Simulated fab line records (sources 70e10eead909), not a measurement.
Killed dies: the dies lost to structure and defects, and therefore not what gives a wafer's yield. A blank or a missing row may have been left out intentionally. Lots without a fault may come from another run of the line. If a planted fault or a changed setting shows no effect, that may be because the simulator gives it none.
fab line records	flow nand_harc
record lots=12	wafers=36	last_day=33
route steps=1302 shown A_BLC@1121 A_M0@1142 END@1302
lots that met no fault: from a run of the same line without faults
start_h: hours from the record's first day to the start of the lot's first wafer shown	wait_h: hours from the lot's prior step to this one	" same as the row above	L1.1+2: several wafers, shown together as one row	- no value, or no start was given	* or withheld: withheld	< > ~ a bound
route shown NAME@n: NAME is a module with steps in the file, n the number in the route of the first one	usual: average and standard deviation across the fault-free wafers	same: alike in all rows	chamber/n: place in a boat	sites: per-site readings	_std_site: the standard deviation of these	_edge_site: inner sites' mean taken away from outer sites' mean	radius_mm: how far each site lies from the wafer's centre	mask NAME#n: copy n	behind: tool/chamber where the wafer was last shaped	hold: why the lot was held/for how many hours/how that ended	device: names the non-switching transistor (n, p or np)	end of line: the route-end tests of the same wafers	a step with no rows: only its recipe	killed: not the wafer's yield, but the dies lost to structure and defects at the first sort	map: a wafer's dies, x killed, . not, _ none there
set.NAME: the setting the step ran with; set.NAME@STEP: the setting that earlier step ran with	model.NAME: the simulator's own value behind a step, which no gauge read
the route's steps for a sample of lots (tables are steps, rows are wafers)
services: the hour from which a tool's chamber was out of use, counted from the record's first day as start_h (under 0 if before that day), plus the number of hours and why
## steps
# step NHARC_A_BLC_ETCH_16
# recipe target_depth_a=390	over_etch_frac=0.3	time_s=65	ion_energy_ev=80	cf4_flow_sccm=150	ar_flow_sccm=0	rf_w=300	bias_w=100	chemistry=CF4
# usual drypump_motor_current_A=5.7/0.65	oes_product_au=1.000/0.0073	rf_vpp_V=151.0/1.2	showerhead_plenum_p_Torr=1.74/0.081	throttle_valve_pct=13.285/0.0084
lot.wafer	tool	chamber	start_h	wait_h	drypump_motor_current_A	oes_product_au	rf_hours_counter_h	rf_vpp_V	showerhead_plenum_p_Torr	throttle_valve_pct
L189.1	rie_diel-08	3	533.63	0.1	4.8	0.986	11	151.5	1.66	13.279
L189.4	"	2	"	"	5.8	0.998	11	149.5	1.67	13.279
L189.6	"	0	"	"	5.7	0.979	-	150.1	1.75	13.289
L191.3	rie_diel-08	0	538.86	0.1	5.7	0.989	13	151.4	1.75	13.275
L191.6	"	1	"	"	6.3	0.989	-	152.4	1.88	13.281
L191.5	"	2	"	"	5.8	0.998	-	151.5	1.67	13.290
L192.2	rie_diel-11	3	573.99	0.1	5.0	0.995	9	150.6	1.66	13.297
L192.3	"	1	"	"	6.7	0.996	11	148.6	1.70	13.279
L192.4	"	2	"	"	5.2	1.005	-	150.3	1.72	13.286
L195.1	rie_diel-11	3	577.11	0.1	5.0	1.000	11	148.5	1.66	13.293
L195.5	"	3	"	"	5.0	0.998	-	151.2	1.66	13.288
L195.6	"	1	"	"	6.8	1.007	-	149.1	1.70	13.286
L201.4	rie_diel-11	0	638.04	0.1	5.9	1.000	1	151.4	1.78	13.281
L201.1	"	2	"	"	5.2	1.016	1	151.7	1.72	13.280
L201.3	"	3	"	"	5.0	0.997	1	149.6	1.66	13.271
L202.2	rie_diel-01	0	656.62	0.1	4.9	1.015	21	152.9	1.89	13.296
L202.1	"	1	"	"	6.2	1.003	29	150.4	1.82	13.285
L202.4	"	3	"	"	6.0	1.005	25	153.8	1.90	13.285
L205.1	rie_diel-11	3	668.15	0.1	5.1	1.007	4	149.8	1.66	13.298
L205.3	"	0	"	"	5.9	1.011	4	152.4	1.78	13.281
L205.5	"	1	"	"	6.7	1.004	-	150.0	1.69	13.265
L208.4	rie_diel-01	0	716.32	0.1	4.8	1.006	45	152.4	1.88	13.282
L208.1	"	1	"	"	6.2	0.996	46	152.9	1.82	13.275
L208.5	"	3	"	"	6.0	0.983	-	153.5	1.89	13.302
L207.1	rie_diel-01	0	717.52	0.1	4.8	0.994	46	152.0	1.88	13.284
L207.2	"	1	"	"	6.3	0.998	47	150.9	1.82	13.292
L207.3	"	2	"	"	6.4	0.993	53	151.9	1.87	13.269
L210.1	rie_diel-11	0	726.94	0.1	5.9	1.001	9	151.4	1.78	13.289
L210.3	"	2	"	"	5.2	1.010	9	150.5	1.71	13.281
L210.5	"	0	"	"	5.9	0.991	-	151.5	1.78	13.303
L211.4	rie_diel-08	0	734.62	0.1	5.7	1.006	1	151.0	1.75	13.270
L211.3	"	2	"	"	5.8	1.003	0	149.4	1.67	13.293
L211.5	"	3	"	"	4.8	1.004	-	151.0	1.65	13.285
L212.1	rie_diel-11	3	753.96	0.1	5.0	0.989	12	151.0	1.66	13.286
L212.4	"	2	"	"	5.2	1.002	11	150.4	1.71	13.291
L212.5	"	0	"	"	5.9	0.996	-	151.4	1.78	13.290
# step NHARC_A_BLC_CD_MEAS_19
# usual cd_nm=100.2/1.5
lot.wafer	tool	chamber	start_h	wait_h	cd_nm
L189.1	cd_sem-03	-	534.51	-	102.5
L189.4	"	-	"	"	101.8
L189.6	"	-	"	"	101.0
L191.3	cd_sem-03	-	539.73	-	100.9
L191.5	"	-	"	"	98.9
L191.6	"	-	"	"	100.6
L192.2	cd_sem-03	-	575.03	-	100.2
L192.3	"	-	"	"	99.3
L192.4	"	-	"	"	101.0
L195.1	cd_sem-01	-	578.15	-	102.4
L195.5	"	-	"	"	100.0
L195.6	"	-	"	"	101.1
L201.1	cd_sem-01	-	638.92	-	102.0
L201.3	"	-	"	"	99.3
L201.4	"	-	"	"	101.0
L202.1	cd_sem-02	-	657.52	-	100.2
L202.2	"	-	"	"	101.8
L202.4	"	-	"	"	102.4
L205.1	cd_sem-03	-	669.02	-	101.1
L205.3	"	-	"	"	100.0
L205.5	"	-	"	"	98.2
L208.1	cd_sem-02	-	717.31	-	98.0
L208.4	"	-	"	"	98.0
L208.5	"	-	"	"	98.9
L207.1	cd_sem-03	-	718.40	-	101.6
L207.2	"	-	"	"	99.0
L207.3	"	-	"	"	98.9
L210.1	cd_sem-02	-	727.82	-	101.0
L210.3	"	-	"	"	101.1
L210.5	"	-	"	"	101.8
L211.3	cd_sem-01	-	735.50	-	95.9
L211.4	"	-	"	"	98.7
L211.5	"	-	"	"	98.3
L212.1	cd_sem-02	-	754.84	-	102.8
L212.4	"	-	"	"	101.5
L212.5	"	-	"	"	102.0
# step NHARC_A_BLC_ALD_23
# recipe target_thk_a=30	pulse_time_s=1	ald_cycles=150	temp_c=450	material=TiN
# usual heater_power_w=1118/94	precursor_pulse_height_rel=0.999/0.019
lot.wafer	tool	chamber	start_h	wait_h	heater_power_w	precursor_pulse_height_rel
L189.1	ald_metal-03	3	535.39	-	1178	0.986
L189.4	"	0	"	"	980	1.011
L189.6	"	0	"	"	970	1.022
L191.3	ald_metal-03	2	540.68	-	1188	1.000
L191.6	"	0	"	"	991	1.009
L191.5	"	1	"	"	1137	0.996
L192.3	ald_metal-01	1	575.91	-	1060	1.011
L192.4	"	2	"	"	1082	0.974
L192.2	"	3	"	"	1280	1.017
L195.1	ald_metal-03	0	579.04	-	984	0.997
L195.6	"	3	"	"	1301	1.007
L195.5	"	0	"	"	948	0.980
L201.4	ald_metal-04	1	639.76	-	1049	0.993
L201.3	"	2	"	"	1051	0.999
L201.1	"	3	"	"	1174	0.993
L202.4	ald_metal-01	0	658.38	-	1126	1.015
L202.1	"	1	"	"	1030	0.966
L202.2	"	2	"	"	1077	0.972
L205.3	ald_metal-04	3	669.89	-	1092	1.000
L205.1	"	0	"	"	1118	1.010
L205.5	"	2	"	"	1080	1.006
L208.1	ald_metal-03	1	718.16	-	1128	1.034
L208.4	"	3	"	"	1289	0.987
L208.5	"	1	"	"	1140	0.979
L207.2	ald_metal-01	2	719.27	-	1139	1.012
L207.3	"	3	"	"	1301	0.998
L207.1	"	0	"	"	1078	0.999
L210.3	ald_metal-04	0	728.69	-	1110	0.985
L210.1	"	1	"	"	1013	1.017
L210.5	"	3	"	"	1095	1.048
L211.3	ald_metal-03	1	736.34	-	1108	0.999
L211.4	"	3	"	"	1284	0.975
L211.5	"	2	"	"	1175	1.004
L212.1	ald_metal-01	2	755.74	-	1102	1.003
L212.4	"	0	"	"	1137	1.005
L212.5	"	3	"	"	1330	0.991
# step NHARC_A_M0_SOFTBAKE_04
# recipe temp_c=105	time_s=55
# usual chill_plate_temp_C=22.98/0.12	heater_power_total_W=188.44/0.13	plate_temp_C=105.01/0.11
lot.wafer	tool	chamber	start_h	wait_h	chill_plate_temp_C	heater_power_total_W	plate_temp_C
L189.1	litho_track-06	0	536	-	22.86	188.42	105.10
L189.4	"	0	"	"	23.07	188.81	105.06
L189.6	"	0	"	"	23.09	188.47	104.87
L191.3	litho_track-06	0	542	-	22.95	188.52	105.18
L191.5	"	0	"	"	22.87	188.41	104.95
L191.6	"	0	"	"	22.90	188.38	104.90
L192.2	litho_track-04	0	577	-	22.91	188.26	104.92
L192.3	"	0	"	"	22.82	188.30	105.02
L192.4	"	0	"	"	22.83	188.48	104.67
L195.1	litho_track-04	0	580	-	23.08	188.72	105.00
L195.5	"	0	"	"	23.08	188.67	104.90
L195.6	"	0	"	"	23.01	188.33	104.98
L201.1	litho_track-04	0	641	-	22.87	222.57	-
L201.3	"	0	"	"	22.88	222.61	-
L201.4	"	0	"	"	22.82	222.58	-
L202.1	litho_track-04	0	659	-	22.92	222.45	-
L202.2	"	0	"	"	22.87	188.51	104.97
L202.4	"	0	"	"	23.16	222.41	-
L205.1	litho_track-01	0	671	-	22.94	188.30	105.04
L205.3	"	0	"	"	23.05	188.41	105.09
L205.5	"	0	"	"	22.97	188.48	104.92
L208.1	litho_track-04	0	720	-	22.97	188.34	104.88
L208.4	"	0	"	"	23.19	188.45	104.82
L208.5	"	0	"	"	22.86	188.44	104.95
L207.1	litho_track-04	0	721	-	22.94	188.36	104.93
L207.2	"	0	"	"	22.96	188.52	104.88
L207.3	"	0	"	"	22.98	188.48	105.04
L210.1	litho_track-01	0	730	-	23.23	188.24	105.24
L210.3	"	0	"	"	23.24	188.68	105.16
L210.5	"	0	"	"	23.12	188.67	105.08
L211.3	litho_track-04	0	737	-	23.03	188.49	104.94
L211.4	"	0	"	"	22.99	188.45	105.12
L211.5	"	0	"	"	23.09	188.33	105.06
L212.1	litho_track-01	0	757	-	23.15	188.34	104.86
L212.4	"	0	"	"	22.78	188.61	104.94
L212.5	"	0	"	"	22.85	188.53	104.85
# step NHARC_END_SORT_01
# recipe temp_c=25
# usual defect_limited_yield=91.4/2.9	killed_at_array=54/20	killed_at_other=0.9/1.1	killed_at_periphery=3.8/2.4	killed_dies=58/20	killed_open=3.5/1.9	killed_short=2.5/1.6	sort_bin_2_pct=3.1/1.2	sort_bin_3_pct=0.6/0.39	sort_bin_4_pct=4.9/1.7	sort_n_pass=619/20	sort_rim_yield_pct=91/4.3	sort_yield_pct=91.4/2.9
# same gross_dies=677	sort_bin_5_pct[%]=0	sort_bin_6_pct[%]=0	sort_bin_7_pct[%]=0	sort_bin_8_pct[%]=0	sort_rim_n_gross=106.00
lot.wafer	tool	chamber	start_h	wait_h	defect_limited_yield[%]	killed_at_array	killed_at_other	killed_at_periphery	killed_dies	killed_open	killed_short	sort_bin_2_pct[%]	sort_bin_3_pct[%]	sort_bin_4_pct[%]	sort_n_pass	sort_rim_yield_pct[%]	sort_yield_pct[%]
L189.1	prober-01	0	576.29	2.5	93.9	38	1	2	41	3	3	1.5	0.4	4.1	636	93	93.9
L189.4	prober-01	0	578.71	3.4	95.1	30	1	2	33	3	2	1.6	0	3.2	644	89	95.1
L189.6	prober-01	0	580.33	4.0	97.6	13	1	2	16	2	1	0.4	0	1.9	661	93	97.6
L191.3	prober-02	0	585.71	3.1	88.3	74	0	5	79	3	3	3.5	1.6	6.5	598	91	88.3
L191.5	prober-02	0	587.30	3.7	84.9	98	1	3	102	4	1	6.2	1.3	7.5	575	81	84.9
L191.6	prober-02	0	588.10	4.0	84.0	103	1	4	108	1	3	5.6	1.3	9.0	569	86	84.0
L195.1	prober-02	0	617.18	2.5	90.0	64	0	4	68	5	5	3.7	0.7	5.6	609	92	90.0
L195.5	prober-02	0	620.43	3.8	89.7	67	1	2	70	3	3	3.5	0.4	6.4	607	92	89.7
L195.6	prober-02	0	621.24	4.1	89.8	64	1	4	69	1	3	4.6	0.6	5.0	608	91	89.8
L192.2	prober-01	0	617.93	2.8	94.5	35	0	2	37	5	2	1.2	0	4.3	640	97	94.5
L192.3	prober-01	0	618.72	3.1	97.0	17	0	3	20	4	4	0.7	0.1	2.1	657	95	97.0
L192.4	prober-01	0	619.51	3.4	95.6	26	1	3	30	5	1	1.3	0.3	2.8	647	94	95.6
L201.1	prober-02	0	681.96	2.5	88.6	69	2	6	77	10	4	4.4	0.4	6.5	600	97	88.6
L201.3	prober-02	0	683.58	3.1	94.2	32	2	5	39	4	3	2.2	0.4	3.1	638	89	94.2
L201.4	prober-02	0	684.40	3.4	90.0	60	1	7	68	6	1	3.2	0.4	6.4	609	92	90.0
L202.1	prober-02	0	698.05	2.5	87.6	72	1	11	84	4	1	4.0	0.9	7.5	593	97	87.6
L202.2	prober-02	0	698.84	2.8	91.6	49	1	7	57	6	5	3.5	0.6	4.3	620	85	91.6
L202.4	prober-02	0	700.44	3.4	89.7	67	0	3	70	5	1	3.8	0.6	5.9	607	92	89.7
L205.1	prober-02	0	712.12	2.5	90.4	59	0	6	65	7	2	3.4	0.6	5.6	612	93	90.4
L205.3	prober-02	0	713.71	3.1	95.6	25	0	5	30	5	0	1.8	0.3	2.4	647	89	95.6
L205.5	prober-02	0	715.31	3.7	93.4	43	0	2	45	4	4	2.2	0.9	3.5	632	90	93.4
L207.1	prober-01	0	762.77	2.5	88.8	64	2	10	76	3	5	4.6	0.6	6.1	601	90	88.8
L207.2	prober-01	0	763.56	2.8	90.5	52	0	12	64	3	2	3.1	0.6	5.8	613	86	90.5
L207.3	prober-01	0	764.36	3.1	88.2	67	0	13	80	6	1	4.3	0.7	6.8	597	92	88.2
L208.1	prober-02	0	764.99	2.5	92.2	43	2	8	53	3	5	3.8	0.1	3.8	624	89	92.2
L208.4	prober-02	0	767.45	3.5	91.9	50	2	3	55	0	1	3.2	0.4	4.4	622	90	91.9
L208.5	prober-02	0	768.27	3.8	93.1	40	1	6	47	4	2	3.1	0.3	3.5	630	90	93.1
L210.1	prober-01	0	770.68	2.5	95.0	27	4	3	34	4	4	1.2	0.9	3.0	643	92	95.0
L210.3	prober-01	0	772.26	3.1	93.5	38	4	2	44	2	3	2.2	0.3	4.0	633	94	93.5
L210.5	prober-01	0	773.84	3.7	95.0	29	5	0	34	3	1	1.5	0.1	3.4	643	91	95.0
L211.3	prober-01	0	781.65	3.1	89.4	67	1	4	72	6	5	3.2	0.6	6.8	605	97	89.4
L211.4	prober-01	0	782.46	3.5	94.7	34	1	1	36	0	3	1.6	0.3	3.4	641	90	94.7
L211.5	prober-01	0	783.28	3.8	95.1	32	0	1	33	1	0	1.0	0.3	3.5	644	88	95.1
L212.1	prober-01	0	797.23	2.5	89.2	68	3	2	73	4	0	2.7	0.7	7.4	604	88	89.2
L212.4	prober-01	0	799.60	3.4	91.0	59	1	1	61	7	0	3.2	0.9	4.9	616	86	91.0
L212.5	prober-01	0	800.38	3.7	88.6	75	1	1	77	2	1	3.1	0.9	7.4	600	87	88.6
# killed by level:class
L189.1 A_SLIT:chamber_film_flake=26 A_CHANNEL_HOLE_D2:chamber_film_flake=3 A_STAIRCASE:chamber_film_flake=3 P_CONTACT:geometric_particle:open=1 A_CHANNEL_HOLE_D1:geometric_particle:short=1 A_DECK1_JOINT:geometric_particle:short=1 A_CHANNEL_FILL_D2:geometric_particle:short=1 A_M0:geometric_particle:open=1
L189.4 A_SLIT:chamber_film_flake=12 A_CHANNEL_HOLE_D2:chamber_film_flake=7 A_CHANNEL_HOLE_D1:chamber_film_flake=2 A_STAIRCASE:chamber_film_flake=2 A_CONTACT:chamber_film_flake=2 P_CONTACT:geometric_particle:open=1 A_ONON_D1:geometric_particle:open=1 A_CHANNEL_FILL_D2:geometric_particle:open=1
L189.6 A_SLIT:chamber_film_flake=7 A_CHANNEL_HOLE_D2:chamber_film_flake=2 A_STAIRCASE:chamber_film_flake=2 P_M0:geometric_particle:open=1 A_CHANNEL_FILL_D2:geometric_particle:open=1 STARTING-WAFER:geometric_particle:short=1 P_M2:chamber_film_flake=1 A_CHANNEL_HOLE_D1:chamber_film_flake=1
L191.3 A_SLIT:chamber_film_flake=27 A_CHANNEL_HOLE_D1:chamber_film_flake=17 A_CHANNEL_HOLE_D2:chamber_film_flake=15 A_CONTACT:chamber_film_flake=4 P_GATE:chamber_film_flake=3 A_STAIRCASE:chamber_film_flake=3 P_M0:geometric_particle:open=1 A_SOURCE_PLATE:geometric_particle:open=1
L191.5 A_CHANNEL_HOLE_D1:chamber_film_flake=33 A_CHANNEL_HOLE_D2:chamber_film_flake=30 A_SLIT:chamber_film_flake=11 A_CONTACT:chamber_film_flake=7 A_CHANNEL_FILL_D2:chamber_film_flake=5 A_STAIRCASE:chamber_film_flake=4 P_ZERO_WELL:chamber_film_flake=2 A_WL_FILL:chamber_film_flake=2
L191.6 A_CHANNEL_HOLE_D2:chamber_film_flake=33 A_CHANNEL_HOLE_D1:chamber_film_flake=30 A_SLIT:chamber_film_flake=29 A_CONTACT:chamber_film_flake=5 P_GATE:chamber_film_flake=3 A_CHANNEL_FILL_D2:chamber_film_flake=2 P_M1:geometric_particle:short=1 A_SOURCE_PLATE:geometric_particle:short=1
L195.1 A_SLIT:chamber_film_flake=26 A_CHANNEL_HOLE_D2:chamber_film_flake=22 A_CONTACT:chamber_film_flake=4 A_ONON_D1:geometric_particle:open=2 A_M0:geometric_particle:short=2 P_M0:chamber_film_flake=2 P_M0:geometric_particle:open=1 P_M1:geometric_particle:short=1
L192.2 A_CHANNEL_HOLE_D2:chamber_film_flake=10 A_CONTACT:chamber_film_flake=8 A_STAIRCASE:chamber_film_flake=7 A_CHANNEL_HOLE_D1:chamber_film_flake=2 P_STI:geometric_particle:short=1 A_CHANNEL_HOLE_D1:geometric_particle:open=1 A_CHANNEL_FILL_D1:geometric_particle:open=1 A_DECK1_JOINT:geometric_particle:open=1
L192.3 A_CHANNEL_HOLE_D1:chamber_film_flake=4 A_CONTACT:chamber_film_flake=4 A_CHANNEL_HOLE_D2:chamber_film_flake=2 P_GATE:geometric_particle:short=1 P_CONTACT:geometric_particle:open=1 A_CHANNEL_HOLE_D1:geometric_particle:open=1 A_ONON_D2:geometric_particle:short=1 A_ONON_D2:geometric_particle:open=1
L192.4 A_CHANNEL_HOLE_D2:chamber_film_flake=7 A_CONTACT:chamber_film_flake=6 A_STAIRCASE:chamber_film_flake=4 A_M0:geometric_particle:open=2 A_SLIT:chamber_film_flake=2 P_GATE:geometric_particle:open=1 P_CONTACT:geometric_particle:open=1 A_ONON_D1:geometric_particle:short=1
L195.5 A_SLIT:chamber_film_flake=26 A_CHANNEL_HOLE_D2:chamber_film_flake=26 A_CONTACT:chamber_film_flake=4 A_CHANNEL_HOLE_D1:chamber_film_flake=2 A_DECK1_JOINT:chamber_film_flake=2 P_CONTACT:geometric_particle:open=1 A_ONON_D1:geometric_particle:open=1 A_CHANNEL_HOLE_D1:geometric_particle:short=1
L195.6 A_CHANNEL_HOLE_D2:chamber_film_flake=41 A_SLIT:chamber_film_flake=12 A_CONTACT:chamber_film_flake=3 P_GATE:chamber_film_flake=2 A_DECK1_JOINT:chamber_film_flake=2 P_CONTACT:geometric_particle:short=1 A_ONON_D1:geometric_particle:short=1 A_WL_FILL:geometric_particle:short=1
L201.1 A_SLIT:chamber_film_flake=31 A_CHANNEL_HOLE_D1:chamber_film_flake=7 A_STAIRCASE:chamber_film_flake=6 A_CONTACT:chamber_film_flake=5 P_M0:chamber_film_flake=4 A_SGD_CUT:chamber_film_flake=4 A_CHANNEL_FILL_D2:geometric_particle:open=3 A_CONTACT:geometric_particle:open=2
L201.3 A_SLIT:chamber_film_flake=13 A_CONTACT:chamber_film_flake=6 P_M0:chamber_film_flake=3 A_CHANNEL_HOLE_D1:chamber_film_flake=3 A_WL_FILL:chamber_film_flake=3 A_BLC:geometric_particle:open=2 P_GATE:geometric_particle:open=1 P_CONTACT:geometric_particle:open=1
L201.4 A_SLIT:chamber_film_flake=34 A_SGD_CUT:chamber_film_flake=6 P_M0:chamber_film_flake=5 A_STAIRCASE:chamber_film_flake=4 A_CONTACT:chamber_film_flake=4 A_CHANNEL_HOLE_D1:chamber_film_flake=3 A_SOURCE_PLATE:geometric_particle:open=2 P_ZERO_WELL:chamber_film_flake=2
L202.1 A_CHANNEL_HOLE_D1:chamber_film_flake=38 A_CHANNEL_HOLE_D2:chamber_film_flake=24 P_ZERO_WELL:chamber_film_flake=5 A_CONTACT:chamber_film_flake=3 P_CONTACT:geometric_particle:open=2 A_M0:geometric_particle:open=2 P_CONTACT:chamber_film_flake=2 A_STAIRCASE:chamber_film_flake=2
L202.2 A_CHANNEL_HOLE_D1:chamber_film_flake=24 A_CHANNEL_HOLE_D2:chamber_film_flake=9 A_STAIRCASE:chamber_film_flake=3 A_SLIT:chamber_film_flake=3 A_CHANNEL_FILL_D1:geometric_particle:open=2 A_CONTACT:chamber_film_flake=2 P_CONTACT:geometric_particle:open=1 P_M0:geometric_particle:open=1
L202.4 A_CHANNEL_HOLE_D2:chamber_film_flake=22 A_CHANNEL_HOLE_D1:chamber_film_flake=20 A_STAIRCASE:chamber_film_flake=9 A_CONTACT:chamber_film_flake=5 A_SLIT:chamber_film_flake=3 P_ZERO_WELL:chamber_film_flake=2 A_WL_FILL:chamber_film_flake=2 P_CONTACT:geometric_particle:open=1
L205.1 A_SLIT:chamber_film_flake=32 A_CONTACT:chamber_film_flake=8 A_CHANNEL_HOLE_D1:chamber_film_flake=6 A_STAIRCASE:chamber_film_flake=3 P_M0:geometric_particle:open=2 A_CHANNEL_FILL_D1:geometric_particle:open=2 P_M2:chamber_film_flake=2 A_ZERO_WELL:chamber_film_flake=2
L205.3 A_SLIT:chamber_film_flake=9 A_STAIRCASE:chamber_film_flake=4 A_CONTACT:chamber_film_flake=4 A_CHANNEL_HOLE_D1:chamber_film_flake=3 P_CONTACT:chamber_film_flake=2 P_CONTACT:geometric_particle:open=1 P_M1:geometric_particle:open=1 A_ONON_D2:geometric_particle:open=1
L205.5 A_CHANNEL_HOLE_D1:chamber_film_flake=11 A_SLIT:chamber_film_flake=11 A_STAIRCASE:chamber_film_flake=5 A_CONTACT:chamber_film_flake=5 P_M2:chamber_film_flake=2 A_SOURCE_PLATE:geometric_particle:open=1 A_SOURCE_PLATE:geometric_particle:short=1 A_ONON_D1:geometric_particle:open=1
L207.1 A_CHANNEL_HOLE_D1:chamber_film_flake=37 A_CONTACT:chamber_film_flake=10 P_GATE:chamber_film_flake=8 A_SLIT:chamber_film_flake=4 A_DECK1_JOINT:geometric_particle:open=2 A_CHANNEL_HOLE_D2:chamber_film_flake=2 A_STAIRCASE:chamber_film_flake=2 THIN_TSV:chamber_film_flake=2
L207.2 A_CHANNEL_HOLE_D1:chamber_film_flake=24 P_GATE:chamber_film_flake=10 A_STAIRCASE:chamber_film_flake=9 A_CONTACT:chamber_film_flake=8 A_SLIT:chamber_film_flake=5 A_WL_FILL:geometric_particle:short=2 P_M2:chamber_film_flake=2 A_CHANNEL_FILL_D1:geometric_particle:open=1
L207.3 A_CHANNEL_HOLE_D1:chamber_film_flake=39 P_GATE:chamber_film_flake=10 A_CONTACT:chamber_film_flake=9 A_STAIRCASE:chamber_film_flake=8 A_SLIT:chamber_film_flake=3 A_DECK1_JOINT:geometric_particle:open=2 P_BONDPAD:geometric_particle:open=1 A_CHANNEL_FILL_D2:geometric_particle:open=1
L208.1 A_SLIT:chamber_film_flake=14 A_CHANNEL_HOLE_D1:chamber_film_flake=10 A_CONTACT:chamber_film_flake=10 P_M2:chamber_film_flake=3 A_DECK1_JOINT:chamber_film_flake=3 P_ZERO_WELL:chamber_film_flake=2 A_STAIRCASE:chamber_film_flake=2 P_STI:geometric_particle:short=1
L208.4 A_CHANNEL_HOLE_D1:chamber_film_flake=16 A_SLIT:chamber_film_flake=14 A_CONTACT:chamber_film_flake=8 A_WL_FILL:chamber_film_flake=5 P_M2:chamber_film_flake=3 A_STAIRCASE:chamber_film_flake=3 THIN_TSV:chamber_film_flake=2 A_M0:geometric_particle:short=1
L208.5 A_CHANNEL_HOLE_D1:chamber_film_flake=15 A_SLIT:chamber_film_flake=12 A_WL_FILL:chamber_film_flake=4 A_CONTACT:chamber_film_flake=3 P_ZERO_WELL:chamber_film_flake=2 P_M2:chamber_film_flake=2 A_STAIRCASE:chamber_film_flake=2 P_CONTACT:geometric_particle:open=1
L210.1 A_CHANNEL_HOLE_D2:chamber_film_flake=13 A_SLIT:chamber_film_flake=6 THIN_TSV:chamber_film_flake=4 P_CONTACT:geometric_particle:open=1 P_M0:geometric_particle:short=1 P_M1:geometric_particle:open=1 A_ONON_D1:geometric_particle:open=1 A_CHANNEL_HOLE_D1:geometric_particle:short=1
L210.3 A_CHANNEL_HOLE_D1:chamber_film_flake=12 A_CHANNEL_HOLE_D2:chamber_film_flake=11 A_CONTACT:chamber_film_flake=4 A_STAIRCASE:chamber_film_flake=3 A_SLIT:chamber_film_flake=3 THIN_TSV:chamber_film_flake=3 A_CHANNEL_FILL_D1:chamber_film_flake=2 P_M1:geometric_particle:short=1
L210.5 A_CHANNEL_HOLE_D2:chamber_film_flake=10 THIN_TSV:chamber_film_flake=5 A_SLIT:chamber_film_flake=4 A_CONTACT:chamber_film_flake=3 A_CHANNEL_HOLE_D1:chamber_film_flake=2 A_DECK1_JOINT:chamber_film_flake=2 A_STAIRCASE:chamber_film_flake=2 A_ONON_D1:geometric_particle:open=1
L211.3 A_SLIT:chamber_film_flake=38 A_STAIRCASE:chamber_film_flake=9 A_CONTACT:chamber_film_flake=7 A_BLC:chamber_film_flake=3 A_DECK1_JOINT:geometric_particle:open=2 P_GATE:chamber_film_flake=2 P_GATE:geometric_particle:open=1 A_ONON_D1:geometric_particle:short=1
L211.4 A_STAIRCASE:chamber_film_flake=12 A_SLIT:chamber_film_flake=11 A_CONTACT:chamber_film_flake=4 A_BLC:chamber_film_flake=2 A_ONON_D1:geometric_particle:short=1 A_ONON_D2:geometric_particle:short=1 A_SGD_CUT:geometric_particle:short=1 P_ZERO_WELL:chamber_film_flake=1
L211.5 A_SLIT:chamber_film_flake=14 A_STAIRCASE:chamber_film_flake=8 A_CONTACT:chamber_film_flake=7 A_BLC:chamber_film_flake=2 P_GATE:geometric_particle:open=1 A_CHANNEL_HOLE_D1:chamber_film_flake=1
L212.1 A_SLIT:chamber_film_flake=36 A_CONTACT:chamber_film_flake=12 A_CHANNEL_HOLE_D1:chamber_film_flake=7 A_CHANNEL_HOLE_D2:chamber_film_flake=6 A_STAIRCASE:chamber_film_flake=3 THIN_TSV:chamber_film_flake=3 P_CONTACT:geometric_particle:open=1 A_ONON_D2:geometric_particle:open=1
L212.4 A_CHANNEL_HOLE_D1:chamber_film_flake=26 A_SLIT:chamber_film_flake=13 A_CONTACT:chamber_film_flake=7 A_CHANNEL_HOLE_D2:chamber_film_flake=3 A_CHANNEL_FILL_D2:geometric_particle:open=2 A_ZERO_WELL:chamber_film_flake=2 A_CHANNEL_FILL_D1:geometric_particle:open=1 A_ONON_D2:geometric_particle:open=1
L212.5 A_SLIT:chamber_film_flake=37 A_CONTACT:chamber_film_flake=16 A_CHANNEL_HOLE_D1:chamber_film_flake=10 A_CHANNEL_HOLE_D2:chamber_film_flake=6 A_CHANNEL_HOLE_D1:geometric_particle:short=1 A_DECK1_JOINT:geometric_particle:open=1 A_CHANNEL_FILL_D2:geometric_particle:open=1 P_BONDPAD:chamber_film_flake=1
## services
tool	chamber	start_h	hours	kind
rie_diel-11	2	517.27	3.4	repair
ald_metal-01	-	523.76	2.2	repair
rie_diel-08	0	524.87	1.2	repair
rie_diel-08	3	525.83	2.9	repair
ald_metal-01	-	526.00	10.0	pm
rie_diel-11	3	531.37	18.0	repair
rie_diel-08	-	537.63	0.2	repair
rie_diel-08	1	541.53	6.8	repair
rie_diel-08	-	544.83	9.0	pm
litho_track-04	-	553.00	7.0	pm
ald_metal-03	-	568.00	10.0	pm
rie_diel-11	0	572.41	5.9	repair
rie_diel-11	3	581.60	6.5	repair
ald_metal-03	0	582.27	4.1	repair
rie_diel-11	0	589.40	23.2	repair
rie_diel-11	-	609.51	9.0	pm
ald_metal-03	3	623.31	39.6	repair
ald_metal-03	2	635.34	3.9	repair
ald_metal-01	2	675.10	4.4	repair
ald_metal-01	-	704.00	10.0	pm
rie_diel-11	0	727.87	6.6	repair
litho_track-04	-	728.00	7.0	pm
ald_metal-03	-	746.00	10.0	pm
rie_diel-11	-	751.02	0.9	repair
## key
first_sign step=NHARC_A_M0_SOFTBAKE_04	reading=heater_power_total_W	direction=up	sigmas=99+	usual=*	struck=*
effect none on later readings
met_at NHARC_A_M0_SOFTBAKE_04
struck_lots L201,L202
struck_wafers L201.1,L201.3,L201.4,L202.1,L202.4
not_acting_at NHARC_A_BLC_ETCH_16,NHARC_A_BLC_CD_MEAS_19,NHARC_A_BLC_ALD_23
onset_between 580 641
fault kind=process_parameter_drift	tool=litho_track-04	chamber=-	onset_h=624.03	steps=NHARC_A_M0_SOFTBAKE_04	channel=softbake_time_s	offset=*	shape=step	end_h=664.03	scope=struck_wafers_only	acts_in=*	stated=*
